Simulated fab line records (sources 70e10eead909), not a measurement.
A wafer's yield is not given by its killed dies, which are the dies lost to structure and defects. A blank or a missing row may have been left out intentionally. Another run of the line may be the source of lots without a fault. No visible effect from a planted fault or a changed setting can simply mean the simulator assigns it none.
fab line records	flow nand-harc
[record] lots = 6	wafers = 18	last-day = 34
route steps=1302 shown A_M0@1147 A_M1@1169 END@1302
lots that met no fault: from a run of the same line without faults
start-h: hours from the record's first day to the start of the lot's first wafer shown	wait-h: hours elapsed since this lot's preceding step	" as in the row above	L1.1+2: a single row standing in for several wafers	- no value, or no start given	* or withheld: withheld	< > ~ a bound
route shown NAME@n: names a module that has steps shown in the file, with the first one's number in the route	usual: average and standard deviation across the fault-free wafers	same: alike in all rows	chamber/n: place in a boat	sites: per-site readings	_std_site: how widely they spread, as a standard deviation	_edge_site: outer sites' mean less inner sites'	radius-mm: for every site, how far away it sits from the centre of the wafer	mask NAME#n: copy n	behind: the most recent tool/chamber to have shaped the wafer	hold: cause of the lot's hold/its duration in hours/its outcome	device: which transistor (n, p or np) failed to switch	end of line: tests run on the same wafers once the route is complete	a step without rows: its recipe alone	killed: dies that structure and defects cost at the first sort, which is not the same as the wafer's yield	map: the dies of a wafer, with x for killed, . for not killed, _ for no die there
set.NAME: the run value of the setting; set.NAME@STEP: its run value at that earlier step	model.NAME: the simulator's own value behind a step, which no gauge read
lots at selected steps of the route; one table per step, one row per wafer
services: the hour from which a tool's chamber was out of use, counted from the record's first day as start-h (under 0 if before that day), plus the number of hours and why
[[steps]]
[step NHARC_A_M0_CD_MEAS_09]
[recipe] target-cd-nm = 80	landing-energy-ev = 500
[usual] cd-nm = 79.7/0.6
lot.wafer	tool	chamber	start-h	wait-h	cd-nm
L465.2	cd-sem-01	0	552.60	-	80.3
L465.3	"	0	"	"	80.6
L465.5	"	0	"	"	80.2
L470.2	cd-sem-02	0	594.87	-	79.4
L470.5	"	0	"	"	78.3
L470.6	"	0	"	"	78.3
L471.1	cd-sem-01	0	651.59	-	80.2
L471.5	"	0	"	"	79.8
L471.6	"	0	"	"	80.1
L483.1	cd-sem-01	0	727.28	-	78.3
L483.2	"	0	"	"	79.9
L483.3	"	0	"	"	79.7
L484.1	cd-sem-03	0	736.10	-	78.5
L484.3	"	0	"	"	80.3
L484.6	"	0	"	"	79.8
L485.3	cd-sem-03	0	767.00	-	79.2
L485.4	"	0	"	"	79.3
L485.6	"	0	"	"	79.3
[step NHARC_A_M0_OVL_MEAS_10]
[recipe] pitch-nm = 160
[usual] overlay-x-nm = 0.3/0.76	overlay-y-nm = 0.0/0.65
lot.wafer	tool	chamber	start-h	wait-h	overlay-x-nm	overlay-y-nm
L465.2	overlay-02	-	552.68	-	0.2	0.2
L465.3	"	-	"	"	-0.3	0.3
L465.5	"	-	"	"	0.7	0.2
L470.2	overlay-02	-	594.95	-	-0.1	0.7
L470.5	"	-	"	"	-0.1	0.4
L470.6	"	-	"	"	-0.1	0.1
L471.1	overlay-01	-	651.68	-	-0.1	-0.9
L471.5	"	-	"	"	-0.3	-0.9
L471.6	"	-	"	"	-0.8	-0.7
L483.1	overlay-02	-	727.37	-	1.0	0.8
L483.2	"	-	"	"	1.1	0.3
L483.3	"	-	"	"	1.3	0.8
L484.1	overlay-02	-	736.19	-	0.5	-0.4
L484.3	"	-	"	"	0.5	-0.5
L484.6	"	-	"	"	0.3	0.4
L485.3	overlay-02	-	767.08	-	0.4	-1.3
L485.4	"	-	"	"	0.5	-1.5
L485.6	"	-	"	"	-0.3	-1.7
[step NHARC_A_M0_INSPECT_11]
[usual] raw-defect-count = 82/34
lot.wafer	tool	chamber	start-h	wait-h	raw-defect-count
L465.2	defect-inspect-01	-	552.72	0.0	81
L465.3	"	-	"	"	75
L465.5	"	-	"	"	68
L470.2	defect-inspect-02	-	594.99	0.0	170
L470.5	"	-	"	"	162
L470.6	"	-	"	"	182
L471.1	defect-inspect-01	-	651.71	0.0	105
L471.5	"	-	"	"	85
L471.6	"	-	"	"	98
L483.1	defect-inspect-02	-	727.41	0.0	72
L483.2	"	-	"	"	70
L483.3	"	-	"	"	92
L484.1	defect-inspect-02	-	736.22	0.0	59
L484.3	"	-	"	"	54
L484.6	"	-	"	"	40
L485.3	defect-inspect-02	-	767.12	0.0	117
L485.4	"	-	"	"	108
L485.6	"	-	"	"	118
[step NHARC_A_M0_DESCUM_14]
[recipe] time-s = 3	o2-flow-sccm = 200	ar-flow-sccm = 0	bias-power-w = 0	chemistry = O2
[step NHARC_A_M0_ETCH_34]
[recipe] target-depth-a = 400	overetch-a = 120	time-s = 43.94	ion-energy-ev = 200	n2-flow-sccm = 150	h2-flow-sccm = 150	ar-flow-sccm = 0	rf-w = 400	bias-w = 150	chemistry = N2/H2
[step NHARC_A_M0_ETCH_15]
[recipe] target-depth-a = 1500	overetch-a = 150	time-s = 82.5	c4f8-flow-sccm = withheld	ar-flow-sccm = 400	rf-w = 600	bias-w = 300	chemistry = C4F8/Ar
[usual] oes-product-au = 0.946/0.022	rf-vpp-V = 441.2/2.9
lot.wafer	tool	chamber	start-h	wait-h	oes-product-au	rf-hours-counter-h	rf-vpp-V
L465.3	rie-diel-01	3	-	-	0.917	9.5	441.8
L465.2	"	1	"	"	0.923	9.1	437.9
L465.5	"	0	"	"	0.924	-	438.5
L470.2	rie-diel-01	2	-	-	0.950	0.7	443.1
L470.6	"	1	"	"	0.954	-	438.3
L470.5	"	0	"	"	0.928	-	438.7
L471.1	rie-diel-01	3	-	-	0.912	6.2	442.0
L471.5	"	3	"	"	0.917	-	442.8
L471.6	"	2	"	"	0.961	-	443.1
L483.2	rie-diel-12	0	-	-	0.915	5.9	436.2
L483.3	"	1	"	"	0.924	6.0	442.9
L483.1	"	2	"	"	0.926	5.4	442.7
L484.3	rie-diel-09	2	-	-	0.950	2.1	437.7
L484.1	"	3	"	"	0.954	2.3	441.8
L484.6	"	3	"	"	0.952	-	440.3
L485.4	rie-diel-12	3	-	-	0.927	6.8	444.4
L485.3	"	0	"	"	0.912	7.5	435.2
L485.6	"	3	"	"	0.927	-	443.6
[step NHARC_A_M0_CD_MEAS_16]
[usual] cd-nm = 79.7/0.74
lot.wafer	tool	chamber	start-h	wait-h	cd-nm
L465.2	cd-sem-01	-	553.08	-	79.7
L465.3	"	-	"	"	79.9
L465.5	"	-	"	"	79.6
L470.2	cd-sem-01	-	595.40	-	79.9
L470.5	"	-	"	"	77.3
L470.6	"	-	"	"	78.2
L471.1	cd-sem-01	-	652.12	-	80.9
L471.5	"	-	"	"	79.0
L471.6	"	-	"	"	80.7
L483.1	cd-sem-02	-	727.76	-	77.7
L483.2	"	-	"	"	80.2
L483.3	"	-	"	"	79.4
L484.1	cd-sem-02	-	736.58	-	78.5
L484.3	"	-	"	"	80.6
L484.6	"	-	"	"	79.8
L485.3	cd-sem-02	-	767.48	-	79.3
L485.4	"	-	"	"	80.0
L485.6	"	-	"	"	78.5
[step NHARC_A_M0_STRIP_18]
[recipe] power-w = 1000	n2-flow-sccm = 150	h2-flow-sccm = 150	ar-flow-sccm = 0	bias-w = 0	chemistry = N2/H2
[step NHARC_A_M0_STRIP_19]
[recipe] time-s = 600	temp-c = 30	chemistry = post-etch-residue-remover
[step NHARC_A_M0_DEGAS_28]
[recipe] temp-c = 250	time-s = 60
[step NHARC_A_M0_PRE_CLEAN_29]
[recipe] time-s = 30	temp-c = 280	gas = H2/He
[step NHARC_A_M0_PVD_20]
[recipe] target-thk-a = 50	bias-v = 168.6	power-w = 15000	chamber-pressure-pa = 0.12	time-s = 8.06	substrate-temp-c = 50	material = TaN
[step NHARC_A_M0_PVD_21]
[recipe] target-thk-a = 300	chamber-pressure-pa = 5	power-w = 5000	substrate-temp-c = 30	time-s = 20.49	material = Cu
[usual] throttle-valve-pct = 29.8/0.73
lot.wafer	tool	chamber	start-h	wait-h	throttle-valve-pct
L465.2	pvd-sputter-03	-	553.92	-	30.2
L465.3	"	-	"	"	30.3
L465.5	"	-	"	"	29.0
L470.2	pvd-sputter-02	-	596.25	-	30.1
L470.6	"	-	"	"	30.6
L470.5	"	-	"	"	30.0
L471.1	pvd-sputter-01	-	652.97	-	28.5
L471.6	"	-	"	"	29.5
L471.5	"	-	"	"	28.6
L483.2	pvd-sputter-03	-	728.67	-	29.0
L483.1	"	-	"	"	30.4
L483.3	"	-	"	"	29.7
L484.3	pvd-sputter-03	-	737.43	-	29.4
L484.1	"	-	"	"	29.5
L484.6	"	-	"	"	29.4
L485.3	pvd-sputter-02	-	768.33	-	30.3
L485.4	"	-	"	"	31.1
L485.6	"	-	"	"	29.9
[step NHARC_A_M0_ECD_22]
[recipe] target-thk-a = 4000	bath-temp-c = 25	material = Cu
[step NHARC_A_M0_ANNEAL_30]
[recipe] temp-c = 225	time-s = 90
[usual] wafer_temp_C_max = 226.3/0.34
lot.wafer	tool	chamber	start-h	wait-h	wafer_temp_C_max
L465.2	rtp-anneal-02	0	554.49	0.3	226.1
L465.3	"	0	"	"	225.8
L465.5	"	0	"	"	226.9
L470.2	rtp-anneal-01	0	597.05	-	225.9
L470.5	"	0	"	"	226.1
L470.6	"	0	"	"	226.0
L471.1	rtp-anneal-01	0	653.48	0.3	226.6
L471.5	"	0	"	"	226.1
L471.6	"	0	"	"	226.2
L483.1	rtp-anneal-01	0	729.20	0.3	225.8
L483.2	"	0	"	"	226.2
L483.3	"	0	"	"	226.2
L484.1	rtp-anneal-01	0	737.94	-	226.3
L484.3	"	0	"	"	226.6
L484.6	"	0	"	"	226.3
L485.3	rtp-anneal-02	0	768.93	-	226.2
L485.4	"	0	"	"	226.4
L485.6	"	0	"	"	226.7
[step NHARC_A_M0_CMP_23]
[recipe] t-overpolish-s = 20	target-thk-nm = 113.75
[step NHARC_A_M0_SRD_25]
[step NHARC_A_M0_PRE_CLEAN_31]
[recipe] time-s = 12	temp-c = 370	rf-power-w = 300	gas = NH3
[usual] heater-power-w = 611/70
lot.wafer	tool	chamber	start-h	wait-h	heater-power-w
L465.3	pecvd-04	1	555.34	0.1	479
L465.2	"	2	"	"	690
L465.5	"	0	"	"	616
L470.2	pecvd-01	2	597.89	0.1	617
L470.5	"	0	"	"	647
L470.6	"	1	"	"	489
L471.1	pecvd-02	2	654.39	0.1	611
L471.5	"	1	"	"	691
L471.6	"	2	"	"	623
L483.1	pecvd-01	1	730.08	0.1	550
L483.3	"	2	"	"	664
L483.2	"	0	"	"	733
L484.1	pecvd-04	2	738.83	0.1	680
L484.3	"	1	"	"	471
L484.6	"	2	"	"	690
L485.3	pecvd-02	1	769.71	0.1	637
L485.6	"	1	"	"	645
L485.4	"	0	"	"	611
[step NHARC_A_M0_DEP_32]
[recipe] target-thk-a = 300	temp-c = 370	target-thk-nm = 30	pressure-torr = 3	flow-sccm = 200	rf-w = 450	material = SiCN
[usual] heater-power-w = 559/69
lot.wafer	tool	chamber	start-h	wait-h	heater-power-w
L465.3	pecvd-04	1	555.45	0.1	400
L465.2	"	2	"	"	551
L465.5	"	0	"	"	682
L470.2	pecvd-01	2	597.97	0.1	589
L470.5	"	0	"	"	630
L470.6	"	1	"	"	466
L471.1	pecvd-02	2	654.53	0.1	552
L471.5	"	1	"	"	602
L471.6	"	2	"	"	541
L483.1	pecvd-01	1	730.16	0.1	486
L483.3	"	2	"	"	632
L483.2	"	0	"	"	617
L484.1	pecvd-04	2	738.90	0.1	561
L484.3	"	1	"	"	412
L484.6	"	2	"	"	568
L485.3	pecvd-02	1	769.79	0.1	565
L485.6	"	1	"	"	571
L485.4	"	0	"	"	571
[step NHARC_A_M1_DEP_00]
[recipe] target-thk-a = 1825	target-thk-nm = 182.5	temp-c = withheld	pressure-torr = 5	flow-sccm = 200	rf-w = 600	material = SiOC
[step NHARC_A_M1_DEHYDRATE_01]
[recipe] temp-c = 150	time-s = 120
[step NHARC_A_M1_HMDS_02]
[recipe] time-s = 30
[step NHARC_A_M1_COAT_34]
[recipe] temp-c = 200	time-s = 65
[step NHARC_A_M1_COAT_03]
[recipe] spin-rpm = 1500	resist-thk-nm = 90
[step NHARC_A_M1_SOFTBAKE_04]
[recipe] temp-c = 105	time-s = 55
[step NHARC_A_M1_EBR_05]
[step NHARC_A_M1_EXPOSE_06]
[recipe] na = 1.35	target-cd-nm = 120	dose-mj = 75.13	mask-id = A_M1
[step NHARC_A_M1_PEB_07]
[recipe] peb-temp-c = 100	peb-time-s = 65
[step NHARC_A_M1_DEVELOP_08]
[recipe] develop-time-s = 35	dev-temp-c = 23
[step NHARC_A_M1_CD_MEAS_09]
[recipe] target-cd-nm = 120	landing-energy-ev = 500
[usual] cd-nm = 120.1/0.72
lot.wafer	tool	chamber	start-h	wait-h	cd-nm
L465.2	cd-sem-01	0	556.69	-	120.0
L465.3	"	0	"	"	119.3
L465.5	"	0	"	"	118.7
L470.2	cd-sem-01	0	599.09	-	121.4
L470.5	"	0	"	"	120.5
L470.6	"	0	"	"	120.2
L471.1	cd-sem-01	0	655.72	-	121.2
L471.5	"	0	"	"	122.9
L471.6	"	0	"	"	121.4
L483.1	cd-sem-01	0	731.39	-	120.3
L483.2	"	0	"	"	120.0
L483.3	"	0	"	"	119.6
L484.1	cd-sem-01	0	740.15	-	120.4
L484.3	"	0	"	"	119.7
L484.6	"	0	"	"	119.5
L485.3	cd-sem-02	0	771.04	-	121.0
L485.4	"	0	"	"	120.1
L485.6	"	0	"	"	120.1
[step NHARC_A_M1_OVL_MEAS_10]
[recipe] pitch-nm = 240
[usual] overlay-x-nm = 0.2/0.82	overlay-y-nm = 0.1/0.68
lot.wafer	tool	chamber	start-h	wait-h	overlay-x-nm	overlay-y-nm
L465.2	overlay-02	-	556.78	-	0.2	-0.4
L465.3	"	-	"	"	0.0	-1.1
L465.5	"	-	"	"	0.5	-0.7
L470.2	overlay-01	-	599.18	-	0.6	0.3
L470.5	"	-	"	"	0.0	0.4
L470.6	"	-	"	"	0.7	-0.4
L471.1	overlay-01	-	655.81	-	1.1	-1.0
L471.5	"	-	"	"	0.2	-0.3
L471.6	"	-	"	"	0.6	-0.9
L483.1	overlay-02	-	731.48	-	0.1	0.5
L483.2	"	-	"	"	-0.4	0.8
L483.3	"	-	"	"	0.1	0.8
L484.1	overlay-02	-	740.24	-	-0.2	-0.2
L484.3	"	-	"	"	-0.6	0.3
L484.6	"	-	"	"	-1.0	-0.1
L485.3	overlay-01	-	771.12	-	-0.3	-0.1
L485.4	"	-	"	"	-0.6	-0.3
L485.6	"	-	"	"	-0.5	-0.3
[step NHARC_A_M1_DESCUM_14]
[recipe] time-s = 3	o2-flow-sccm = 200	ar-flow-sccm = 0	bias-power-w = 0	chemistry = O2
[step NHARC_A_M1_ETCH_35]
[recipe] target-depth-a = 400	overetch-a = 120	time-s = 43.94	ion-energy-ev = 200	n2-flow-sccm = 150	h2-flow-sccm = 150	ar-flow-sccm = 0	rf-w = 400	bias-w = 150	chemistry = N2/H2
[step NHARC_A_M1_ETCH_15]
[recipe] target-depth-a = 1825	time-s = 91.2	c4f8-flow-sccm = withheld	ar-flow-sccm = 400	rf-w = 600	bias-w = 300	chemistry = C4F8/Ar
[step NHARC_A_M1_CD_MEAS_16]
[usual] cd-nm = 120.3/0.92
lot.wafer	tool	chamber	start-h	wait-h	cd-nm
L465.2	cd-sem-01	-	557.20	-	119.2
L465.3	"	-	"	"	118.2
L465.5	"	-	"	"	119.4
L470.2	cd-sem-02	-	599.58	-	121.1
L470.5	"	-	"	"	121.2
L470.6	"	-	"	"	119.8
L471.1	cd-sem-02	-	656.21	-	122.1
L471.5	"	-	"	"	123.5
L471.6	"	-	"	"	121.8
L483.1	cd-sem-02	-	731.88	-	120.2
L483.2	"	-	"	"	119.7
L483.3	"	-	"	"	119.2
L484.1	cd-sem-01	-	740.64	-	119.6
L484.3	"	-	"	"	119.3
L484.6	"	-	"	"	120.5
L485.3	cd-sem-02	-	771.53	-	121.3
L485.4	"	-	"	"	120.6
L485.6	"	-	"	"	120.7
[step NHARC_A_M1_STRIP_18]
[recipe] power-w = 1000	n2-flow-sccm = 150	h2-flow-sccm = 150	ar-flow-sccm = 0	bias-w = 0	chemistry = N2/H2
[usual] drypump-motor-current-A = 5.6/0.45	oes-product-au = 0.999/0.012	rf-vpp-V = 90.5/1	showerhead-plenum-p-Torr = 2.01/0.08	throttle-valve-pct = 14.170/0.0091
lot.wafer	tool	chamber	start-h	wait-h	drypump-motor-current-A	oes-product-au	rf-hours-counter-h	rf-vpp-V	showerhead-plenum-p-Torr	throttle-valve-pct
L465.3	rie-diel-06	2	557.27	0.1	5.5	1.003	4.0	89.8	1.95	14.168
L465.2	"	1	"	"	5.8	0.996	3.8	89.7	1.94	14.168
L465.5	"	3	"	"	6.1	0.992	-	89.7	2.00	14.170
L470.2	rie-diel-11	1	599.70	0.1	6.4	0.991	3.9	92.2	2.16	14.189
L470.6	"	3	"	"	6.0	0.996	-	91.0	1.97	14.171
L470.5	"	0	"	"	5.4	0.989	-	91.1	1.97	14.172
L471.1	rie-diel-10	1	656.28	0.1	5.5	1.021	2.8	91.8	2.14	14.171
L471.6	"	1	"	"	5.5	1.012	-	93.4	2.14	14.157
L471.5	"	2	"	"	5.4	0.992	-	90.1	2.01	14.158
L483.1	rie-diel-10	3	731.96	0.1	5.6	0.989	9.6	89.2	1.92	14.176
L483.3	"	0	"	"	6.0	1.010	11.0	92.8	2.15	14.166
L483.2	"	2	"	"	5.4	0.995	10.1	90.7	2.01	14.174
L484.3	rie-diel-06	2	740.74	0.1	5.5	1.008	2.6	91.5	1.94	14.147
L484.1	"	3	"	"	6.1	1.007	2.9	88.6	2.00	14.157
L484.6	"	2	"	"	5.5	0.991	-	90.5	1.95	14.186
L485.3	rie-diel-10	1	771.60	0.1	5.4	1.012	13.2	92.1	2.13	14.164
L485.4	"	3	"	"	5.6	0.989	10.8	89.6	1.92	14.174
L485.6	"	1	"	"	5.5	1.008	-	92.0	2.13	14.174
[step NHARC_A_M1_ETCH_28]
[recipe] target-depth-a = 300	over-etch-frac = 0.3	time-s = 72.99	ion-energy-ev = 150	cf4-flow-sccm = 50	n2-flow-sccm = 100	ar-flow-sccm = 150	rf-w = 300	bias-w = 100	chemistry = CF4/N2
[step NHARC_A_M1_STRIP_19]
[recipe] time-s = 600	temp-c = 30	chemistry = post-etch-residue-remover
[step NHARC_END_SORT_01]
[recipe] temp-c = 25
[usual] defect-limited-yield = 91.8/2.5	killed-at-array = 51/17	killed-at-other = 1.0/1.2	killed-at-periphery = 3.4/2.5	killed-dies = 56/17	killed-open = 3.3/2.1	killed-short = 2.6/1.6	sort_bin_2_pct = 2.8/1.1	sort_bin_3_pct = 0.6/0.34	sort_bin_4_pct = 4.9/1.5	sort-n-pass = 621/17	sort-rim-yield-pct = 93/4	sort-yield-pct = 91.8/2.5
[same] gross-dies = 677	sort_bin_5_pct[%] = 0	sort_bin_6_pct[%] = 0	sort_bin_7_pct[%] = 0	sort_bin_8_pct[%] = 0	sort-rim-n-gross = 106.00
lot.wafer	tool	chamber	start-h	wait-h	defect-limited-yield[%]	killed-at-array	killed-at-other	killed-at-periphery	killed-dies	killed-open	killed-short	sort_bin_2_pct[%]	sort_bin_3_pct[%]	sort_bin_4_pct[%]	sort-n-pass	sort-rim-yield-pct[%]	sort-yield-pct[%]
L470.2	prober-01	0	634.75	2.8	87.6	78	0	6	84	2	2	4.7	1.5	6.2	593	92	87.6
L470.5	prober-01	0	637.18	3.7	91.1	58	0	2	60	3	4	3.5	0.7	4.6	617	90	91.1
L470.6	prober-01	0	637.99	4.0	84.9	95	1	6	102	7	0	6.4	0.9	7.8	575	92	84.9
L471.1	prober-02	0	689.01	2.5	91.9	53	0	2	55	0	4	2.7	0.7	4.7	622	82	91.9
L471.5	prober-02	0	692.23	3.7	92.9	43	0	5	48	5	4	2.4	0.9	3.8	629	88	92.9
L471.6	prober-02	0	693.04	4.0	88.2	76	1	3	80	4	5	4.0	0.3	7.5	597	92	88.2
L484.1	prober-02	0	772.29	2.5	81.5	125	0	0	125	3	4	8.7	2.2	7.5	552	92	81.5
L484.3	prober-02	0	773.88	3.1	91.9	54	0	1	55	5	6	3.1	0.4	4.6	622	95	91.9
L484.6	prober-02	0	776.28	4.0	95.4	30	0	1	31	2	2	1.0	0.4	3.1	646	94	95.4
L483.3	prober-01	0	778.59	3.1	80.4	125	4	4	133	1	2	8.6	1.8	9.3	544	93	80.4
L485.3	prober-01	0	812.83	3.1	89.5	65	0	6	71	3	2	3.4	1.5	5.6	606	92	89.5
L485.4	prober-01	0	813.62	3.4	88.8	66	2	8	76	3	6	3.4	0.4	7.4	601	91	88.8
L485.6	prober-01	0	815.20	3.9	87.6	78	0	6	84	8	4	4.4	0.9	7.1	593	91	87.6
// killed by level:class
L470.2 A_CHANNEL_HOLE_D1:chamber-film-flake=33 A_SLIT:chamber-film-flake=27 A_CHANNEL_HOLE_D2:chamber-film-flake=10 P_STI:chamber-film-flake=2 P_CONTACT:chamber-film-flake=2 A_STAIRCASE:chamber-film-flake=2 A_WL_FILL:chamber-film-flake=2 P_M0:geometric-particle:open=1
L470.5 A_SLIT:chamber-film-flake=26 A_CHANNEL_HOLE_D1:chamber-film-flake=11 A_CHANNEL_HOLE_D2:chamber-film-flake=5 A_DECK1_JOINT:chamber-film-flake=3 A_WL_FILL:chamber-film-flake=3 A_CHANNEL_FILL_D2:chamber-film-flake=2 A_CONTACT:chamber-film-flake=2 P_ZERO_WELL:geometric-particle:short=1
L470.6 A_CHANNEL_HOLE_D1:chamber-film-flake=30 A_SLIT:chamber-film-flake=30 A_CHANNEL_HOLE_D2:chamber-film-flake=21 A_WL_FILL:chamber-film-flake=3 A_CONTACT:chamber-film-flake=3 P_CONTACT:geometric-particle:open=2 P_STI:chamber-film-flake=2 A_DECK1_JOINT:chamber-film-flake=2
L471.1 A_CHANNEL_HOLE_D2:chamber-film-flake=22 A_CHANNEL_HOLE_D1:chamber-film-flake=12 A_CONTACT:chamber-film-flake=7 A_STAIRCASE:chamber-film-flake=4 P_STI:chamber-film-flake=2 A_DECK1_JOINT:chamber-film-flake=2 A_SLIT:chamber-film-flake=2 A_CHANNEL_FILL_D1:geometric-particle:short=1
L471.5 A_CHANNEL_HOLE_D2:chamber-film-flake=15 A_CHANNEL_HOLE_D1:chamber-film-flake=13 A_SLIT:chamber-film-flake=4 P_STI:chamber-film-flake=3 A_CONTACT:chamber-film-flake=2 P_M0:geometric-particle:open=1 A_CHANNEL_FILL_D1:geometric-particle:short=1 A_CHANNEL_HOLE_D2:geometric-particle:short=1
L471.6 A_CHANNEL_HOLE_D1:chamber-film-flake=41 A_CHANNEL_HOLE_D2:chamber-film-flake=15 A_CONTACT:chamber-film-flake=6 A_SLIT:chamber-film-flake=3 P_CONTACT:geometric-particle:short=1 P_M0:geometric-particle:open=1 A_ONON_D1:geometric-particle:short=1 A_CHANNEL_HOLE_D1:geometric-particle:short=1
L484.1 A_M0:unspecified=68 A_CHANNEL_HOLE_D1:chamber-film-flake=19 A_CONTACT:chamber-film-flake=16 A_SLIT:chamber-film-flake=9 A_CHANNEL_HOLE_D2:chamber-film-flake=3 A_ONON_D1:geometric-particle:open=1 A_ONON_D1:geometric-particle:short=1 A_CHANNEL_HOLE_D1:geometric-particle:short=1
L484.3 A_CHANNEL_HOLE_D1:chamber-film-flake=17 A_SLIT:chamber-film-flake=14 A_CONTACT:chamber-film-flake=11 A_ONON_D2:geometric-particle:short=2 P_M0:geometric-particle:short=1 A_ONON_D1:geometric-particle:short=1 A_CHANNEL_FILL_D1:geometric-particle:short=1 A_DECK1_JOINT:geometric-particle:open=1
L484.6 A_CHANNEL_HOLE_D1:chamber-film-flake=17 A_CONTACT:chamber-film-flake=5 A_SLIT:chamber-film-flake=2 P_M0:geometric-particle:open=1 A_CHANNEL_FILL_D1:geometric-particle:short=1 A_CHANNEL_FILL_D2:geometric-particle:short=1 A_SGD_CUT:geometric-particle:open=1 A_CHANNEL_FILL_D2:chamber-film-flake=1
L483.3 A_M0:unspecified=69 A_CHANNEL_HOLE_D2:chamber-film-flake=19 A_CHANNEL_HOLE_D1:chamber-film-flake=16 A_SLIT:chamber-film-flake=7 THIN_TSV:chamber-film-flake=4 P_CONTACT:chamber-film-flake=3 A_STAIRCASE:chamber-film-flake=3 A_SGD_CUT:chamber-film-flake=3
L485.3 A_SLIT:chamber-film-flake=29 A_CHANNEL_HOLE_D1:chamber-film-flake=13 A_STAIRCASE:chamber-film-flake=10 A_CONTACT:chamber-film-flake=9 P_GATE:chamber-film-flake=3 P_CONTACT:geometric-particle:open=1 P_M0:geometric-particle:open=1 A_ONON_D1:geometric-particle:short=1
L485.4 A_SLIT:chamber-film-flake=24 A_CHANNEL_HOLE_D1:chamber-film-flake=13 A_STAIRCASE:chamber-film-flake=10 A_CONTACT:chamber-film-flake=8 P_GATE:chamber-film-flake=4 P_M0:geometric-particle:open=2 A_ONON_D1:geometric-particle:short=2 A_CHANNEL_FILL_D1:chamber-film-flake=2
L485.6 A_SLIT:chamber-film-flake=25 A_CHANNEL_HOLE_D1:chamber-film-flake=17 A_CONTACT:chamber-film-flake=14 A_STAIRCASE:chamber-film-flake=7 A_M1:geometric-particle:open=4 A_WL_FILL:geometric-particle:short=2 P_GATE:chamber-film-flake=2 A_DECK1_JOINT:chamber-film-flake=2
// map L483.3 (x killed, . not)
____________.____________
_________......._________
_______..........._______
______.............______
_____.............x._____
____.................____
____........x..xx....____
___..........xx.......___
___..........xxxxx....___
__...........xx.xxx.x..__
__........x..xxxxxxxx..__
_..........x.xxxxxxx.xx._
_.........x.xxxxxxxxxxxx_
_..x.........xxxxxxxxxx._
_............xxxxxxx.xxx_
_............xxxxxxxxxxx_
..............xxx.xxxxx..
...........x..xxx.xxx.xxx
...............x.x..x.xx.
...........x.x.xxx.xxxxx.
................x.x......
_...........x...xx......_
_.............x..x......_
_.............x........._
_.........x......x......_
_......................._
__.............x.x.....__
__.............x.x.....__
___......x............___
___...................___
____...........xx....____
____................x____
_____...........x..._____
______.............______
_______..........._______
_________......._________
____________.____________
// map L484.1 (x killed, . not)
____________.____________
_________......._________
_______..........._______
______...........x.______
_____..............x_____
____...............x.____
____...........x...x.____
___..........xxxx.....___
___.....x....x.xxx....___
__............xxxxxx...__
__...........xxxxxxxx..__
_........x..xxxxxxx....._
_...........xxxxxxxxx..._
_.x.........xxxxxxxxxx.._
_xx........x..xxxx.xxxx._
_..........x.xxxxxx.xx.._
.x....x....x.xxxxxxxxx.x.
............x.xx.xx.x.x..
...............x.x...x.x.
..x..x.........x.x....x..
....................x.xx.
_x.............x.x......_
_............x.........._
_.................x....x_
_......................._
_......................._
__.....................__
__.......x.....x.......__
___...................___
___.............x....x___
____........xx.......____
____...........x.....____
_____........x......_____
______.........x...______
_______..........._______
_________..x...._________
____________x____________
[[services]]
tool	chamber	start-h	hours	kind
pvd-sputter-03	-	529.30	1.6	repair
rie-diel-12	2	532.78	17.9	repair
rie-diel-06	1	548.60	2.1	repair
rie-diel-01	-	557.84	9.0	pm
pecvd-01	0	558.26	10.0	repair
rie-diel-10	2	563.10	1.9	repair
rie-diel-01	2	567.12	3.8	repair
rie-diel-01	1	568.25	6.7	repair
rie-diel-01	3	581.73	14.2	repair
pecvd-02	-	589.13	13.0	pm
rie-diel-10	-	596.56	9.0	pm
pecvd-04	-	610.05	0.5	repair
pecvd-04	-	631.34	13.0	pm
rie-diel-01	1	644.72	9.7	repair
pecvd-01	-	673.57	13.0	pm
rie-diel-10	3	673.87	4.1	repair
pvd-sputter-03	-	704.03	10.0	pm
rie-diel-10	2	712.12	5.8	repair
pecvd-04	-	715.44	1.6	repair
rie-diel-01	3	726.12	5.6	repair
rie-diel-10	-	733.93	0.8	repair
rie-diel-01	-	734.84	9.0	pm
pvd-sputter-03	-	749.03	1.2	repair
pecvd-02	-	770.13	13.0	pm
[[key]]
[first-sign] step = NHARC_END_SORT_01	reading = killed-at-array	direction = up	sigmas = 4.3	usual = 51	struck = 125
[effect] step = NHARC_END_SORT_01	reading = killed-dies	direction = up	sigmas = 4.3	usual = 56	struck = 129
[more-kills-born-at] NHARC_A_M0_PVD_21@pvd-sputter-03 = 137
met-at NHARC_A_M0_PVD_21
struck-wafers L483.3,L484.1
onset-between 553.92 728.67
[fault] kind = chamber-particle-source	tool = pvd-sputter-03	chamber = -	onset-h = 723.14	steps = NHARC_A_M0_PVD_21	rate-per-visit-cm2 = 0.51777	end-h = 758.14	scope = struck-wafers-only
